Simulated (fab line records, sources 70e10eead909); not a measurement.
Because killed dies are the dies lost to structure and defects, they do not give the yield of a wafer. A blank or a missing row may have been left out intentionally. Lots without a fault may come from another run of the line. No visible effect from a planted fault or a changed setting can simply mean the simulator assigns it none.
fab line records	flow nand_harc	part 2 of 2: steps 28 to 43 of 43
[record] lots = 5	wafers = 15	last_day = 24
route steps=1159 shown A_STAIRCASE@710 A_SGD_CUT@747
lots that met no fault: taken from a fault-free run of the same line
start_h: hours from the record's first day to the start of the lot's first wafer shown	wait_h: time in hours since the lot's previous step	" repeats the value in the row above	L1.1+2: a single row standing in for several wafers	- value missing, or start not given	* or withheld: withheld	< > ~ a bound
route shown NAME@n: a module of which the file shows steps, and the number in the route of the first	usual: mean and standard deviation over wafers with no fault	same: alike in all rows	chamber/n: place in a boat	sites: readings site by site	_std_site: the values' standard deviation	_edge_site: inner sites' mean taken away from outer sites' mean	radius_mm: for every site, how far away it sits from the centre of the wafer	mask NAME#n: copy n	behind: the last tool/chamber to shape the wafer	hold: reason for holding the lot/hours on hold/outcome of the hold	device: which transistor (n, p or np) failed to switch	end of line: tests of these same wafers at the route's end	for a step that has no rows: nothing shown but its recipe	killed: count of dies lost to structure and defects at first sort (not the wafer's yield)	map: shows each die of a wafer: x if killed, . if not, _ if none is there
set.NAME: the setting that was run; set.NAME@STEP: the one run at that earlier step	model.NAME: the simulator's own value behind a step, which no gauge read
lots at some steps of the route; a table a step, a row a wafer
services: when a tool's chamber went out of use (start_h, in hours from the record's first day, below 0 if earlier), for how many hours, and the reason
[[steps]]
[step NHARC_A_STAIRCASE_DEP_471]
[recipe] target_thk_a = 1000	temp_c = 400	pressure_torr = 6.5	rf_w = 900	teos_flow_sccm = 161.4	flow_sccm = 2650	target_thk_nm = 100	gas = O2	material = SiO2
[usual] heater_power_w = 527/94	throttle_valve_pct = 15.4/0.41
lot.wafer	tool	chamber	start_h	wait_h	heater_power_w	throttle_valve_pct
L075.3	pecvd-02	0	323.02	-	570	15.7
L075.2	"	1	"	"	331	15.2
L075.5	"	1	"	"	340	15.1
L078.1	pecvd-04	1	323.15	-	678	15.7
L078.5	"	2	"	"	460	15.9
L078.4	"	1	"	"	677	15.7
L091.2	pecvd-01	1	401.53	-	541	15.4
L091.5	"	2	"	"	590	15.0
L091.6	"	1	"	"	553	15.3
L093.1	pecvd-04	1	403.59	-	674	15.1
L093.2	"	0	"	"	597	15.4
L093.6	"	2	"	"	534	15.4
L096.2	pecvd-04	1	428.54	-	533	14.7
L096.5	"	1	"	"	561	15.1
L096.6	"	2	"	"	494	15.6
[step NHARC_A_STAIRCASE_CMP_472]
[recipe] material = SiO2
[usual] motor_current_A = 11.8/1.2	retaining_ring_pressure_frac = 1.000/0.0054
lot.wafer	tool	chamber	start_h	wait_h	motor_current_A	retaining_ring_pressure_frac
L075.2	cmp-04	3	323.35	0.3	12.5	0.994
L075.3	"	0	"	"	13.1	1.005
L075.5	"	2	"	"	13.4	1.003
L078.1	cmp-02	3	323.41	0.2	11.6	1.004
L078.4	"	1	"	"	11.0	0.995
L078.5	"	3	"	"	11.2	1.003
L091.2	cmp-02	3	401.80	0.2	11.8	0.994
L091.5	"	1	"	"	11.2	0.998
L091.6	"	2	"	"	10.8	0.997
L093.2	cmp-02	3	403.91	0.2	11.3	1.002
L093.1	"	0	"	"	11.1	1.000
L093.6	"	1	"	"	11.1	1.001
L096.2	cmp-01	3	428.89	0.3	9.7	1.001
L096.6	"	0	"	"	14.0	0.994
L096.5	"	1	"	"	12.7	0.993
[step NHARC_A_STAIRCASE_SRD_474]
lot.wafer	tool	chamber	start_h	wait_h
L075.2+5+3	wet_bench-09	0,1,3	323.56	0.0
L078.5+1+4	wet_bench-09	6,0,3	323.64	0.0
L091.2+6+5	wet_bench-07	3,6,7	402.01	0.0
L093.1+2+6	wet_bench-07	2,4,5	404.12	0.0
L096.2+6+5	wet_bench-09	5,6,7	429.09	0.1
[step NHARC_A_STAIRCASE_INSPECT_155]
[usual] raw_defect_count = 345/130
lot.wafer	tool	chamber	start_h	wait_h	raw_defect_count
L075.2	defect_inspect-02	-	323.64	0.1	193
L075.3	"	-	"	"	343
L075.5	"	-	"	"	278
L078.1	defect_inspect-02	-	323.72	0.1	391
L078.4	"	-	"	"	431
L078.5	"	-	"	"	432
L091.2	defect_inspect-02	-	402.09	0.1	209
L091.5	"	-	"	"	382
L091.6	"	-	"	"	435
L093.1	defect_inspect-02	-	404.21	0.1	252
L093.2	"	-	"	"	405
L093.6	"	-	"	"	447
L096.2	defect_inspect-01	-	429.16	0.1	573
L096.5	"	-	"	"	325
L096.6	"	-	"	"	410
[step NHARC_A_SGD_CUT_DEP_00]
[recipe] target_thk_a = 500	temp_c = 400	target_thk_nm = 50	flow_sccm = 200	rf_w = 450	material = SiNx
[usual] heater_power_w = 691/88
lot.wafer	tool	chamber	start_h	wait_h	heater_power_w
L075.2	pecvd-03	0	323.75	0.1	666
L075.3	"	1	"	"	705
L075.5	"	0	"	"	656
L078.1	pecvd-02	2	323.79	0.1	645
L078.5	"	2	"	"	673
L078.4	"	0	"	"	737
L091.2	pecvd-02	2	402.16	0.1	681
L091.5	"	2	"	"	698
L091.6	"	0	"	"	688
L093.1	pecvd-02	2	404.28	0.1	648
L093.2	"	0	"	"	609
L093.6	"	1	"	"	561
L096.2	pecvd-02	2	429.27	0.1	629
L096.5	"	0	"	"	628
L096.6	"	2	"	"	638
[step NHARC_A_SGD_CUT_DEHYDRATE_01]
[recipe] temp_c = 150	time_s = 120
[same] time_s = 120
lot.wafer	tool	chamber	start_h	wait_h
L075.2+3+5	litho_track-04	0	324.06	0.3
L078.1+4+5	litho_track-01	0	324.06	0.2
L091.2+5+6	litho_track-06	0	402.43	0.2
L093.1+2+6	litho_track-04	0	404.55	0.2
L096.2+5+6	litho_track-06	0	429.59	0.3
[step NHARC_A_SGD_CUT_HMDS_02]
[recipe] time_s = 30
[same] time_s = 30
lot.wafer	tool	chamber	start_h	wait_h
L075.2+3+5	litho_track-04	0	-	-
L078.1+4+5	litho_track-01	0	-	-
L091.2+5+6	litho_track-06	0	-	-
L093.1+2+6	litho_track-04	0	-	-
L096.2+5+6	litho_track-06	0	-	-
[step NHARC_A_SGD_CUT_COAT_56]
[recipe] temp_c = 260	time_s = 75
[same] time_s = 75
lot.wafer	tool	chamber	start_h	wait_h
L075.2+3+5	litho_track-04	0	-	-
L078.1+4+5	litho_track-01	0	-	-
L091.2+5+6	litho_track-06	0	-	-
L093.1+2+6	litho_track-04	0	-	-
L096.2+5+6	litho_track-06	0	-	-
[step NHARC_A_SGD_CUT_COAT_57]
[recipe] temp_c = 225	time_s = 65
[same] time_s = 65
lot.wafer	tool	chamber	start_h	wait_h
L075.2+3+5	litho_track-04	0	-	-
L078.1+4+5	litho_track-01	0	-	-
L091.2+5+6	litho_track-06	0	-	-
L093.1+2+6	litho_track-04	0	-	-
L096.2+5+6	litho_track-06	0	-	-
[step NHARC_A_SGD_CUT_COAT_03]
[recipe] spin_rpm = 1500	resist_thk_nm = 90
lot.wafer	tool	chamber	start_h	wait_h
L075.2+3+5	litho_track-04	0	-	-
L078.1+4+5	litho_track-01	0	-	-
L091.2+5+6	litho_track-06	0	-	-
L093.1+2+6	litho_track-04	0	-	-
L096.2+5+6	litho_track-06	0	-	-
[step NHARC_A_SGD_CUT_SOFTBAKE_04]
[recipe] temp_c = 105	time_s = 55
[same] time_s = 55
lot.wafer	tool	chamber	start_h	wait_h
L075.2+3+5	litho_track-04	0	-	-
L078.1+4+5	litho_track-01	0	-	-
L091.2+5+6	litho_track-06	0	-	-
L093.1+2+6	litho_track-04	0	-	-
L096.2+5+6	litho_track-06	0	-	-
[step NHARC_A_SGD_CUT_EBR_05]
lot.wafer	tool	chamber	start_h	wait_h
L075.2+3+5	litho_track-04	0	-	-
L078.1+4+5	litho_track-01	0	-	-
L091.2+5+6	litho_track-06	0	-	-
L093.1+2+6	litho_track-04	0	-	-
L096.2+5+6	litho_track-06	0	-	-
[step NHARC_A_SGD_CUT_EXPOSE_06]
[recipe] na = 1.35	dose_mj = 85.59	mask_id = SGD
[same] na = 1.35
lot.wafer	tool	chamber	start_h	wait_h	mask
L075.2+3+5	arfi_scanner-01	0	324.25	-	SGD#0
L078.1+4+5	arfi_scanner-03	0	324.40	-	SGD#0
L091.2+5+6	arfi_scanner-01	0	402.62	-	SGD#0
L093.1+2+6	arfi_scanner-02	0	404.86	-	SGD#0
L096.2+5+6	arfi_scanner-03	0	429.78	-	SGD#0
[step NHARC_A_SGD_CUT_PEB_07]
[recipe] peb_temp_c = 100	peb_time_s = 65
lot.wafer	tool	chamber	start_h	wait_h
L075.2+3+5	litho_track-06	0	324.31	0.1
L078.1+4+5	litho_track-01	0	324.46	0.1
L091.2+5+6	litho_track-06	0	402.68	0.1
L093.1+2+6	litho_track-04	0	404.92	0.1
L096.2+5+6	litho_track-06	0	429.84	0.1
[step NHARC_A_SGD_CUT_DEVELOP_08]
[recipe] develop_time_s = 35	dev_temp_c = 23
lot.wafer	tool	chamber	start_h	wait_h
L075.2+3+5	litho_track-06	0	-	-
L078.1+4+5	litho_track-01	0	-	-
L091.2+5+6	litho_track-06	0	-	-
L093.1+2+6	litho_track-04	0	-	-
L096.2+5+6	litho_track-06	0	-	-
[step NHARC_A_SGD_CUT_CD_MEAS_09]
[recipe] target_cd_nm = 100	landing_energy_ev = 500
[usual] cd_nm = 100.0/0.79
[same] landing_energy_ev = 500
lot.wafer	tool	chamber	start_h	wait_h	cd_nm
L075.2	cd_sem-01	0	324.39	-	100.2
L075.3	"	0	"	"	99.4
L075.5	"	0	"	"	100.8
L078.1	cd_sem-03	0	324.54	-	100.6
L078.4	"	0	"	"	99.1
L078.5	"	0	"	"	99.1
L091.2	cd_sem-01	0	402.76	-	100.8
L091.5	"	0	"	"	99.7
L091.6	"	0	"	"	99.6
L093.1	cd_sem-03	0	405.01	-	99.7
L093.2	"	0	"	"	100.8
L093.6	"	0	"	"	100.0
L096.2	cd_sem-01	0	429.92	-	99.6
L096.5	"	0	"	"	100.0
L096.6	"	0	"	"	100.4
[[services]]
tool	chamber	start_h	hours	kind
rie_diel-13	-	276.32	9.0	pm
cmp-04	-	278.03	6.1	repair
wet_bench-09	-	288.88	8.0	pm
litho_track-06	-	292.00	7.0	pm
pecvd-02	-	296.58	1.4	repair
cmp-04	-	301.00	4.0	pm
cmp-04	-	309.12	2.2	repair
pecvd-02	-	313.66	1.3	repair
rie_diel-13	-	315.34	0.5	repair
pecvd-02	-	315.94	1.2	repair
litho_track-04	-	316.00	7.0	pm
cmp-02	-	324.64	4.0	pm
pecvd-02	-	334.00	13.0	pm
wet_bench-04	-	339.20	8.0	pm
litho_track-02	-	340.00	7.0	pm
pecvd-01	-	355.14	1.0	repair
wet_bench-09	-	363.36	3.3	repair
litho_track-07	-	364.00	7.0	pm
pecvd-04	-	376.27	13.0	pm
rie_diel-13	-	377.73	0.4	repair
rie_diel-07	-	405.27	9.0	pm
litho_track-05	-	412.00	7.0	pm
pecvd-02	1	419.08	12.6	repair
cmp-02	-	422.73	4.0	pm
